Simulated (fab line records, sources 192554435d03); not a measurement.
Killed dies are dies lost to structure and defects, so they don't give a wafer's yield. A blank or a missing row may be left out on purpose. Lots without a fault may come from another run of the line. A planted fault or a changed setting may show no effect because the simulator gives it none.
fab line records | flow n5_finfet
record lots=6 wafers=18 last_day=17
route steps=1938 shown MIM_BOT@1832 MIM_TOP@1834 MIM_TOP_LITHO@1839 PASSIVATION@1936
lots that met no fault: from a run of the same line without faults
start_h: hours from the record's first day to the start of the lot's first wafer shown | wait_h: hours since the lot's step before | " the same as in the row above | L1.1+2: a row that stands for several wafers | - no value, or no start given | * or withheld: withheld | < > ~ a bound
route shown NAME@n: a module of which the file shows steps, and the number in the route of the first | usual: mean/standard deviation of fault-free wafers | same: alike in all rows | chamber/n: place in a boat | sites: the reading at each site | _std_site: their standard deviation | _edge_site: outer sites' mean less inner sites' | radius_mm: how far each site lies from the wafer's centre | mask NAME#n: copy n | behind: the tool/chamber that last shaped the wafer | hold: why the lot was held/for how many hours/how that ended | device: the transistor (n, p or np) that didn't switch | end of line: the same wafers' tests at the end of the route | a step without rows: its recipe alone | killed: dies lost to structure and defects at the first sort, not the wafer's yield | map: a wafer's dies, x killed, . not, _ none there
set.NAME: the setting as run; set.NAME@STEP: as run at that earlier step | model.NAME: the simulator's own value behind a step, which no gauge read
lots at some steps of the route; a table a step, a row a wafer
services: from which hour (start_h, from the record's first day; less than 0 if before it) a tool's chamber was out of use, for how many hours, and why
## steps
# step N5_MIM_BOT_DEGAS_01
# recipe ambient=vacuum temp_c=300 time_s=60
# usual heater_power_w=464/22
# columns lot.wafer tool chamber start_h wait_h heater_power_w
L444.4 pvd_sputter-03 - 262.37 0.8 463
L444.5 " - " " 440
L444.6 " - " " 456
L453.2 pvd_sputter-02 - 315.73 0.8 425
L453.4 " - " " 468
L453.5 " - " " 485
L452.2 pvd_sputter-02 - 316.27 0.9 457
L452.3 " - " " 428
L452.6 " - " " 481
L457.2 pvd_sputter-03 - 341.03 1.1 462
L457.3 " - " " 444
L457.6 " - " " 435
L461.1 pvd_sputter-02 - 362.69 1.2 431
L461.3 " - " " 491
L461.6 " - " " 466
L466.1 pvd_sputter-03 - 395.27 2.0 503
L466.3 " - " " 450
L466.4 " - " " 468
# step N5_MIM_BOT_SPUTTER_00
# recipe material=TiN target_thk_a=350 temp_c=200 power_w=3000 chamber_pressure_pa=0.49996 gas=Ar reactive_partial_pa=0.37997 time_s=89.7
# step N5_MIM_TOP_ALD_00
# recipe material=Al2O3 target_thk_a=* temp_c=withheld ald_precursor_family=TMA ald_co_reactant=O3 pulse_time_s=withheld purge_time_s=3 co_reactant_purge_time_s=withheld co_reactant_pulse_time_s=3 ald_cycles=withheld
# usual precursor_pulse_height_rel=0.997/0.02
# columns lot.wafer tool chamber start_h wait_h precursor_pulse_height_rel
L444.4 ald_hk-03 3 262.51 0.1 0.973
L444.5 " 2 " " 1.030
L444.6 " 1 " " 0.994
L453.2 ald_hk-03 1 315.87 0.1 0.977
L453.4 " 2 " " 0.991
L453.5 " 1 " " 0.985
L452.2 ald_hk-01 1 316.41 0.1 0.983
L452.3 " 2 " " 0.972
L452.6 " 0 " " 1.015
L457.2 ald_hk-03 3 341.17 0.1 0.958
L457.3 " 1 " " 1.000
L457.6 " 3 " " 1.009
L461.1 ald_hk-01 3 362.83 0.1 0.970
L461.3 " 2 " " 1.006
L461.6 " 1 " " 1.020
L466.1 ald_hk-03 1 395.41 0.1 0.973
L466.3 " 2 " " 1.010
L466.4 " 0 " " 0.991
# step N5_MIM_TOP_ALD_01
# recipe material=HfO2 target_thk_a=56 temp_c=withheld ald_precursor_family=Hf-amide ald_co_reactant=O3 pulse_time_s=1 purge_time_s=3 co_reactant_purge_time_s=2 co_reactant_pulse_time_s=3 ald_cycles=62
# usual precursor_pulse_height_rel=1.000/0.019
# same co_reactant_pulse_time_s=3
# columns lot.wafer tool chamber start_h wait_h precursor_pulse_height_rel
L444.4 ald_hk-03 3 - - 0.996
L444.5 " 2 " " 1.003
L444.6 " 1 " " 0.974
L453.2 ald_hk-03 1 - - 1.015
L453.4 " 2 " " 1.007
L453.5 " 1 " " 1.006
L452.2 ald_hk-01 1 - - 1.040
L452.3 " 2 " " 0.994
L452.6 " 0 " " 1.031
L457.2 ald_hk-03 3 - - 0.971
L457.3 " 1 " " 1.020
L457.6 " 3 " " 0.966
L461.1 ald_hk-01 3 - - 0.972
L461.3 " 2 " " 1.004
L461.6 " 1 " " 1.013
L466.1 ald_hk-03 1 - - 1.032
L466.3 " 2 " " 1.009
L466.4 " 0 " " 0.997
# step N5_MIM_TOP_ALD_02
# recipe material=Al2O3 target_thk_a=* temp_c=withheld ald_precursor_family=TMA ald_co_reactant=O3 pulse_time_s=withheld purge_time_s=3 co_reactant_purge_time_s=withheld co_reactant_pulse_time_s=3 ald_cycles=withheld
# usual precursor_pulse_height_rel=1.000/0.02
# columns lot.wafer tool chamber start_h wait_h precursor_pulse_height_rel
L444.4 ald_hk-03 3 - - 1.001
L444.5 " 2 " " 1.033
L444.6 " 1 " " 0.977
L453.2 ald_hk-03 1 - - 0.991
L453.4 " 2 " " 0.992
L453.5 " 1 " " 1.011
L452.2 ald_hk-01 1 - - 0.986
L452.3 " 2 " " 1.008
L452.6 " 0 " " 1.034
L457.2 ald_hk-03 3 - - 0.984
L457.3 " 1 " " 0.968
L457.6 " 3 " " 0.977
L461.1 ald_hk-01 3 - - 1.025
L461.3 " 2 " " 1.005
L461.6 " 1 " " 1.004
L466.1 ald_hk-03 1 - - 1.013
L466.3 " 2 " " 1.022
L466.4 " 0 " " 1.039
# step N5_MIM_TOP_DEGAS_04
# recipe ambient=vacuum temp_c=300 time_s=60
# step N5_MIM_TOP_SPUTTER_03
# recipe material=TiN target_thk_a=350 temp_c=200 power_w=3000 chamber_pressure_pa=0.49996 gas=Ar reactive_partial_pa=0.37997 time_s=89.7
# usual substrate_temp_c=200.01/0.19 throttle_valve_pct=29.8/0.74
# columns lot.wafer tool chamber start_h wait_h substrate_temp_c throttle_valve_pct
L444.4 pvd_sputter-01 - 263.81 0.0 200.15 29.6
L444.5 " - " " 200.02 29.0
L444.6 " - " " 200.13 29.7
L453.2 pvd_sputter-01 - 317.84 0.0 199.88 28.8
L453.4 " - " " 200.16 28.6
L453.5 " - " " 200.12 29.0
L452.2 pvd_sputter-01 - 318.14 0.0 199.76 28.7
L452.3 " - " " 199.74 29.6
L452.6 " - " " 200.07 29.7
L457.2 pvd_sputter-03 - 342.33 0.0 199.74 30.6
L457.3 " - " " 200.09 29.5
L457.6 " - " " 199.94 29.5
L461.1 pvd_sputter-01 - 363.47 0.0 199.89 29.5
L461.3 " - " " 199.88 28.8
L461.6 " - " " 199.52 28.8
L466.1 pvd_sputter-02 - 396.23 0.0 200.14 29.8
L466.3 " - " " 199.89 30.6
L466.4 " - " " 199.87 28.8
# step N5_MIM_TOP_LITHO_HMDS_01
# recipe time_s=60 temp_c=120
# step N5_MIM_TOP_LITHO_COAT_02
# recipe spin_rpm=* resist_thk_nm=*
# step N5_MIM_TOP_LITHO_EBR_04
# recipe solvent=PGMEA ebr_width_mm=1.5
# step N5_MIM_TOP_LITHO_SOFTBAKE_03
# recipe temp_c=100 time_s=90
# step N5_MIM_TOP_LITHO_EXPOSE_05
# recipe mask_id=MIM_TOP na=0.55 source_shape=conventional sigma_outer=0.8 polarization=unpolarized target_cd_nm=2000 dose_mj=20.5
# step N5_MIM_TOP_LITHO_PEB_06
# recipe peb_temp_c=withheld peb_time_s=*
# usual exhaust_pa=45.0/0.84
# columns lot.wafer tool chamber start_h wait_h exhaust_pa
L444.4 litho_track-03 0 264.08 0.0 46.3
L444.5 " 0 " " 44.6
L444.6 " 0 " " 45.1
L453.2 litho_track-03 0 318.24 0.0 46.2
L453.4 " 0 " " 45.3
L453.5 " 0 " " 45.6
L452.2 litho_track-03 0 318.54 0.0 46.1
L452.3 " 0 " " 45.9
L452.6 " 0 " " 45.3
L457.2 litho_track-01 0 342.61 0.0 45.2
L457.3 " 0 " " 46.4
L457.6 " 0 " " 46.7
L461.1 litho_track-01 0 363.74 0.1 44.9
L461.3 " 0 " " 45.0
L461.6 " 0 " " 44.9
L466.1 litho_track-04 0 396.50 0.1 45.5
L466.3 " 0 " " 45.6
L466.4 " 0 " " 44.6
# step N5_MIM_TOP_LITHO_DEVELOP_07
# recipe develop_time_s=60 rinse_liquid=diw dry=air_spin dev_temp_c=21
# step N5_MIM_TOP_LITHO_HARDBAKE_09
# recipe temp_c=130 time_s=120
# step N5_MIM_TOP_LITHO_CD_MEAS_08
# recipe target_cd_nm=2000 landing_energy_ev=500 detector=se_inlens
# usual cd_nm=1999.1/2.2
# columns lot.wafer tool chamber start_h wait_h cd_nm
L444.4 cd_sem-03 0 264.20 - 1996.8
L444.5 " 0 " " 2000.3
L444.6 " 0 " " 1997.9
L453.2 cd_sem-02 0 318.36 - 2011.1
L453.4 " 0 " " 1998.4
L453.5 " 0 " " 1999.7
L452.2 cd_sem-01 0 318.66 - 2005.0
L452.3 " 0 " " 2004.3
L452.6 " 0 " " 1999.5
L457.2 cd_sem-01 0 342.73 - 1999.5
L457.3 " 0 " " 1999.3
L457.6 " 0 " " 2001.3
L461.1 cd_sem-01 0 363.86 - 1998.2
L461.3 " 0 " " 2000.0
L461.6 " 0 " " 2002.2
L466.1 cd_sem-02 0 396.62 - 2000.7
L466.3 " 0 " " 1997.6
L466.4 " 0 " " 1998.5
# step N5_MIM_TOP_LITHO_OVL_MEAS_11
# recipe points_per_wafer=44
# usual MIM_TOP_OVL=0/5.3
# columns lot.wafer tool chamber start_h wait_h MIM_TOP_OVL[nm]
L444.4 overlay-01 0 264.23 0.0 2
L444.5 " 0 " " 1
L444.6 " 0 " " 3
L453.2 overlay-01 0 318.39 0.0 -4
L453.4 " 0 " " 3
L453.5 " 0 " " 0
L452.2 overlay-02 0 318.69 0.0 1
L452.3 " 0 " " 2
L452.6 " 0 " " -4
L457.2 overlay-01 0 342.76 0.0 3
L457.3 " 0 " " -9
L457.6 " 0 " " 1
L461.1 overlay-01 0 363.89 0.0 4
L461.3 " 0 " " 3
L461.6 " 0 " " 7
L466.1 overlay-02 0 396.65 0.0 0
L466.3 " 0 " " -3
L466.4 " 0 " " 2
# step N5_PASSIVATION_PROBE_49
# usual defect_limited_yield=91.4/1.4 killed_at_M0_to_M3=34/8.9 killed_at_M4_up=13/4.6 killed_at_contacts=12/5.5 killed_at_front_end=41/11 killed_at_other=3.1/2.9 killed_dies=102/16 killed_open=66/11 killed_short=34/7.6 sort_bin_4_leakage=0.01/0.14 sort_bin_5_function=5.1/0.89 sort_bin_6_memory=3.2/0.61 sort_bin_8_speed=0.02/0.12 sort_n_pass=1078/16 sort_yield_pct=91.3/1.4
# same gross_dies=1180 killed_at_back_side=0
# columns lot.wafer tool chamber start_h wait_h defect_limited_yield[%] killed_at_M0_to_M3 killed_at_M4_up killed_at_contacts killed_at_front_end killed_at_other killed_dies killed_open killed_short sort_bin_4_leakage[%] sort_bin_5_function[%] sort_bin_6_memory[%] sort_bin_8_speed[%] sort_n_pass sort_yield_pct[%]
L444.4 prober-01 - 276.17 0.2 89.1 30 16 11 69 3 129 77 40 0 5.9 4.0 0 1051 89.1
L444.5 prober-01 - 276.22 0.2 90.0 45 10 20 43 0 118 80 38 0 5.5 4.1 0 1062 90.0
L444.6 prober-01 - 276.27 0.3 87.6 55 16 11 61 3 146 100 40 0 7.5 3.8 0 1034 87.6
L453.2 prober-02 - 330.00 0.1 92.2 24 12 11 35 10 92 55 36 0 4.8 2.9 0.17 1086 92.0
L453.4 prober-02 - 330.10 0.2 91.9 35 12 11 30 8 96 65 31 0 4.9 2.9 0 1084 91.9
L453.5 prober-02 - 330.15 0.2 93.4 35 5 8 26 4 78 60 18 0 3.4 3.2 0 1102 93.4
L452.2 prober-02 - 332.74 0.1 90.7 44 14 5 39 8 110 79 30 0.25 5.8 3.4 0 1067 90.4
L452.3 prober-02 - 332.79 0.1 90.7 34 10 14 49 3 110 72 37 0 5.8 3.4 0 1070 90.7
L452.6 prober-02 - 332.94 0.3 91.0 41 10 6 41 8 106 69 37 0 6.3 2.5 0 1074 91.0
L457.2 prober-01 - 354.34 0.1 91.4 29 9 17 45 2 102 62 34 0 4.8 3.0 0 1078 91.4
L457.3 prober-01 - 354.39 0.1 92.8 15 6 12 45 7 85 55 29 0 4.7 2.1 0 1095 92.8
L457.6 prober-01 - 354.54 0.3 92.6 31 1 14 39 2 87 64 23 0 4.4 2.9 0 1093 92.6
L461.1 prober-02 - 374.30 0.0 90.8 47 9 12 40 1 109 74 34 0 5.8 3.1 0 1071 90.8
L461.3 prober-02 - 374.40 0.1 94.4 26 6 5 28 1 66 43 22 0 3.6 1.8 0 1114 94.4
L461.6 prober-02 - 374.55 0.3 93.2 26 8 8 37 1 80 52 24 0 4.1 2.1 0 1100 93.2
L466.1 prober-01 - 407.78 0.0 90.3 35 17 16 45 1 114 73 34 0 5.0 3.6 0 1066 90.3
L466.3 prober-01 - 407.88 0.1 92.9 37 16 9 18 4 84 65 19 0 4.7 2.3 0 1096 92.9
L466.4 prober-01 - 407.93 0.2 92.2 23 12 4 48 5 92 61 31 0 4.6 2.8 0 1088 92.2
# killed by level:class
L444.4 FIN_SAQP:geometric_particle:open=13 FIN_SAQP:geometric_particle:short=12 MOL_CONTACT_COAG:geometric_particle:open=10 STI_FIN_REVEAL:geometric_particle:open=9 GATE_CUT:geometric_particle:short=8 BEOL_M2:geometric_particle:open=8 HKMG_FIN:area_etch=8 BEOL_M0_SAQP:geometric_particle:open=6
L444.5 MOL_CONTACT_COAG:geometric_particle:open=15 BEOL_M0_SAQP:geometric_particle:open=14 FIN_SAQP:geometric_particle:open=12 STI_FIN_REVEAL:geometric_particle:open=12 FIN_SAQP:geometric_particle:short=11 BEOL_M0_SAQP:geometric_particle:short=8 BEOL_M2:geometric_particle:open=8 MOL_CONTACT_COAG:geometric_particle:short=5
L444.6 FIN_SAQP:geometric_particle:open=19 BEOL_M0_SAQP:geometric_particle:open=15 BEOL_M0_SAQP:geometric_particle:short=14 STI_FIN_REVEAL:geometric_particle:open=12 FIN_SAQP:geometric_particle:short=8 MOL_CONTACT_COAG:geometric_particle:open=8 BEOL_M0:geometric_particle:open=7 DUMMY_GATE:geometric_particle:open=6
L453.2 MOL_CONTACT_COAG:geometric_particle:open=8 GATE_CUT:geometric_particle:open=7 BEOL_M0_SAQP:geometric_particle:short=7 FIN_SAQP:geometric_particle:short=6 FIN_SAQP:geometric_particle:open=5 BEOL_M0_SAQP:geometric_particle:open=5 BEOL_M1:geometric_particle:open=4 BEOL_M4:geometric_particle:open=4
L453.4 BEOL_M3:geometric_particle:open=12 MOL_CONTACT_COAG:geometric_particle:open=10 BEOL_M0_SAQP:geometric_particle:open=7 BEOL_M0_SAQP:geometric_particle:short=6 GATE_CUT:geometric_particle:open=5 MIM_TOP:geometric_particle:short=5 FIN_SAQP:geometric_particle:open=4 FIN_SAQP:geometric_particle:short=4
L453.5 BEOL_M0_SAQP:geometric_particle:open=11 BEOL_M1:geometric_particle:open=10 FIN_SAQP:geometric_particle:open=8 MOL_CONTACT_COAG:geometric_particle:open=6 BEOL_M2:geometric_particle:open=5 BEOL_M0_SAQP:geometric_particle:short=4 STARTING-WAFER:geometric_particle:open=4 GATE_CUT:geometric_particle:open=3
L452.2 BEOL_M3:geometric_particle:open=15 FIN_SAQP:geometric_particle:open=13 STI_FIN_REVEAL:geometric_particle:open=9 BEOL_M3:geometric_particle:short=8 BEOL_M1:geometric_particle:open=6 BEOL_M4:geometric_particle:open=6 BEOL_M0_SAQP:geometric_particle:short=5 BEOL_M2:geometric_particle:open=5
L452.3 FIN_SAQP:geometric_particle:open=17 MOL_CONTACT_COAG:geometric_particle:open=10 FIN_SAQP:geometric_particle:short=9 STI_FIN_REVEAL:geometric_particle:open=9 BEOL_M1:geometric_particle:open=9 BEOL_M3:geometric_particle:open=8 BEOL_M0_SAQP:geometric_particle:open=6 BEOL_M4:geometric_particle:open=5
L452.6 STI_FIN_REVEAL:geometric_particle:open=13 BEOL_M3:geometric_particle:open=10 BEOL_M0_SAQP:geometric_particle:short=8 BEOL_M1:geometric_particle:open=7 BEOL_M4:geometric_particle:open=6 FIN_SAQP:geometric_particle:open=5 MOL_CONTACT_COAG:geometric_particle:open=5 BEOL_M0_SAQP:geometric_particle:open=5
L457.2 MOL_CONTACT_COAG:geometric_particle:open=13 FIN_SAQP:geometric_particle:short=12 BEOL_M2:geometric_particle:open=7 STI_FIN_REVEAL:geometric_particle:open=6 BEOL_M0:geometric_particle:open=6 BEOL_M3:geometric_particle:open=6 HKMG_FIN:area_etch=6 FIN_SAQP:geometric_particle:open=5
L457.3 FIN_SAQP:geometric_particle:open=17 STI_FIN_REVEAL:geometric_particle:open=9 MOL_CONTACT_COAG:geometric_particle:open=9 FIN_SAQP:geometric_particle:short=7 BEOL_M0_SAQP:geometric_particle:short=4 BEOL_M3:geometric_particle:open=4 MOL_CONTACT_COAG:geometric_particle:short=3 BEOL_M2:geometric_particle:open=3
L457.6 STI_FIN_REVEAL:geometric_particle:open=13 BEOL_M3:geometric_particle:open=13 MOL_CONTACT_COAG:geometric_particle:open=12 FIN_SAQP:geometric_particle:open=7 FIN_SAQP:geometric_particle:short=6 BEOL_M0_SAQP:geometric_particle:short=4 BEOL_M0_SAQP:geometric_particle:open=4 BEOL_M1:geometric_particle:open=3
L461.1 FIN_SAQP:geometric_particle:open=13 BEOL_M1:geometric_particle:open=12 MOL_CONTACT_COAG:geometric_particle:open=11 BEOL_M3:geometric_particle:open=10 FIN_SAQP:geometric_particle:short=7 BEOL_M0_SAQP:geometric_particle:short=6 BEOL_M2:geometric_particle:open=6 STI_FIN_REVEAL:geometric_particle:open=5
L461.3 BEOL_M1:geometric_particle:open=9 FIN_SAQP:geometric_particle:open=7 FIN_SAQP:geometric_particle:short=5 BEOL_M3:geometric_particle:open=5 STARTING-WAFER:geometric_particle:short=5 MOL_CONTACT_COAG:geometric_particle:open=4 BEOL_M1:geometric_particle:short=4 BEOL_M4:geometric_particle:open=3
L461.6 FIN_SAQP:geometric_particle:short=6 DUMMY_GATE:geometric_particle:open=6 GATE_CUT:geometric_particle:open=6 BEOL_M0_SAQP:geometric_particle:open=6 BEOL_M3:geometric_particle:open=6 GATE_CUT:geometric_particle:short=5 MOL_CONTACT_COAG:geometric_particle:open=5 BEOL_M2:geometric_particle:open=5
L466.1 MOL_CONTACT_COAG:geometric_particle:open=15 BEOL_M3:geometric_particle:open=11 BEOL_M4:geometric_particle:open=10 HKMG_FIN:area_etch=7 STARTING-WAFER:geometric_particle:short=6 BEOL_M0_SAQP:geometric_particle:open=6 BEOL_M1:geometric_particle:open=6 STI_FIN_REVEAL:geometric_particle:open=5
L466.3 BEOL_M1:geometric_particle:open=14 BEOL_M3:geometric_particle:open=8 MOL_CONTACT_COAG:geometric_particle:open=7 FIN_SAQP:geometric_particle:open=6 BEOL_M4:geometric_particle:open=6 BEOL_M0_SAQP:geometric_particle:open=5 BEOL_M4:geometric_particle:short=4 FIN_SAQP:geometric_particle:short=3
L466.4 FIN_SAQP:geometric_particle:open=13 BEOL_M3:geometric_particle:open=10 FIN_SAQP:geometric_particle:short=9 BEOL_M1:geometric_particle:open=5 STI_FIN_REVEAL:geometric_particle:open=4 BEOL_M4:geometric_particle:open=4 PASS1_CAP:geometric_particle:short=4 ILD0:geometric_particle:short=3
## services
# columns tool chamber start_h hours kind
litho_track-04 - 262.09 - consumable_replace:filter
ald_hk-01 - 291.14 0.3 repair
litho_track-03 - 312.00 - consumable_replace:filter
litho_track-04 - 355.65 - consumable_replace:filter
pvd_sputter-01 - 366.77 2.1 repair
pvd_sputter-03 - 381.22 0.7 repair
litho_track-03 - 396.10 - consumable_replace:filter
## key
first_sign step=N5_MIM_TOP_LITHO_CD_MEAS_08 reading=cd_nm direction=up sigmas=3.6 usual=1999.1 struck=2006.8
effect none on later readings
met_at N5_MIM_TOP_LITHO_PEB_06
struck_wafers L452.2,L452.3,L453.2
onset_between 264.08 318.24
fault kind=process_parameter_drift tool=litho_track-03 chamber=- onset_h=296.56 steps=N5_MIM_TOP_LITHO_PEB_06 channel=peb_time_s offset=* shape=step end_h=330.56 scope=struck_wafers_only acts_in=* stated=*
